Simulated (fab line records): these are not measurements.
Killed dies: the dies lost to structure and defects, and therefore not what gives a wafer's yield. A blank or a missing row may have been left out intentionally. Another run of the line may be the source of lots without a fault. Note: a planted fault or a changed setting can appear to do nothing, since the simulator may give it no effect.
A lot that was struck, set against a sound lot / flow nand-harc / 14 out of 1302 route steps
Sound: the wafers L915.1, L915.3, L915.4. Struck: wafer L930.1 (L930.2, L930.3, from the same lot, were not struck and are left out); the cause is given at the end.
Per side, at each step with rows, come the tool, then ch with its chambers, and then its first start. Under that, the readings that differ: sound wafers / struck wafers / difference of the means / sigmas: that difference in standard deviations of wafers without a fault.
alike: readings whose means differ by less than 2 such deviations, and words and numbers that are the same on both sides. not compared: withheld readings, readings that some wafer has no value for, bounds like >300 that may hide the same value, and numbers for which the record gives no deviation and whose values overlap.
A row with sigmas, a row that says differs or no value, or rows on one side alone: a step with any of these is where the two part. Numbers that don't overlap but have no deviation are shown without sigmas and don't part them. Lack of a reading on every wafer of one side parts them only where that side has two or more wafers.

first, 6 steps without rows for these wafers: NHARC_A_CONTACT_COAT_02 (resist thk 90 nm); NHARC_A_CONTACT_SOFTBAKE_03 (time 55 s); NHARC_A_CONTACT_EBR_04; NHARC_A_CONTACT_EXPOSE_05 (exposes mask A CC); NHARC_A_CONTACT_PEB_06 (peb time 65 s); NHARC_A_CONTACT_DEVELOP_07 (develop time 35 s).
NHARC_A_CONTACT_CD_MEAS_08: target cd 200 nm.
  sound on cd-sem-01 ch 0, day 22 21:01; struck on cd-sem-01 ch 0, day 29 14:37
  alike: cd-nm
NHARC_A_CONTACT_OVL_MEAS_09:
  sound on overlay-02 at day 22 21:06; struck on overlay-02 at day 29 14:42
  alike: overlay-x-nm, overlay-y-nm
NHARC_A_CONTACT_INSPECT_10:
  sound on defect-inspect-01 at day 22 21:08; struck on defect-inspect-02 at day 29 14:44
  alike: raw-defect-count
NHARC_A_CONTACT_DESCUM_13: chemistry O2, time 3 s.
  sound on rie-diel-01 ch 0,1,2, day 22 21:13; struck on rie-diel-01 ch 0, day 29 14:47
reading=rf-hours-counter-h (h); sound=23 27 25; struck=15; difference=-10; sigmas=
  alike: chamber-pressure-mTorr, drypump-motor-current-A, oes-product-au, rf-vpp-V, showerhead-plenum-p-Torr, throttle-valve-pct
NHARC_A_CONTACT_ETCH_88: etches the open film in CF4, target depth 39 nm, time 65 s.
  sound on rie-diel-01 ch 1,2,3, day 22 21:17; struck on rie-diel-01 ch 1, day 29 14:53
reading=chamber-pressure-mTorr (mTorr); sound=49.90 50.00 50.06; struck=50.11; difference=+0.12; sigmas=+3
reading=rf-hours-counter-h (h); sound=25 25 27; struck=15; difference=-11; sigmas=
  alike: drypump-motor-current-A, oes-product-au, rf-vpp-V, showerhead-plenum-p-Torr, throttle-valve-pct
NHARC_A_CONTACT_ETCH_89: etches the open film in N2/H2, target depth 260 nm, time 475.3 s.
  sound on rie-diel-01 ch 1,2,3; struck on rie-diel-01 ch 3
reading=rf-hours-counter-h (h); sound=25 25 27; struck=15; difference=-11; sigmas=
  alike: chamber-pressure-mTorr, drypump-motor-current-A, oes-product-au, rf-vpp-V, showerhead-plenum-p-Torr, throttle-valve-pct
NHARC_A_CONTACT_ETCH_30: etches the open film in CF4/CHF3, target depth 72.6 nm, time 36.3 s.
  sound on rie-diel-01 ch 1,2,3, day 22 21:44; struck on rie-diel-01 ch 0, day 29 15:19
reading=oes-product-au (a.u.); sound=0.930 0.925 0.924; struck=0.804; difference=-0.122; sigmas=-6
reading=rf-hours-counter-h (h); sound=27 25 26; struck=15; difference=-11; sigmas=
  alike: chamber-pressure-mTorr, drypump-motor-current-A, rf-vpp-V, showerhead-plenum-p-Torr, throttle-valve-pct
NHARC_A_CONTACT_ETCH_31: etches the open film in O2/COS, target depth 2800 nm, time 728 s.
  sound on rie-diel-01 ch 0,1,3; struck on rie-diel-01 ch 0
reading=rf-hours-counter-h (h); sound=24 26 25; struck=15; difference=-10; sigmas=
reading=throttle-valve-pct (%); sound=28.325 28.308 28.318; struck=28.345; difference=+0.028; sigmas=+3
  alike: chamber-pressure-mTorr, cos-flow-sccm, drypump-motor-current-A, oes-product-au, rf-vpp-V, showerhead-plenum-p-Torr

## WHERE THEY PART
First at NHARC_A_CONTACT_ETCH_88; last, within this record, at NHARC_A_CONTACT_ETCH_31.

WHY: what had been put in by the simulator
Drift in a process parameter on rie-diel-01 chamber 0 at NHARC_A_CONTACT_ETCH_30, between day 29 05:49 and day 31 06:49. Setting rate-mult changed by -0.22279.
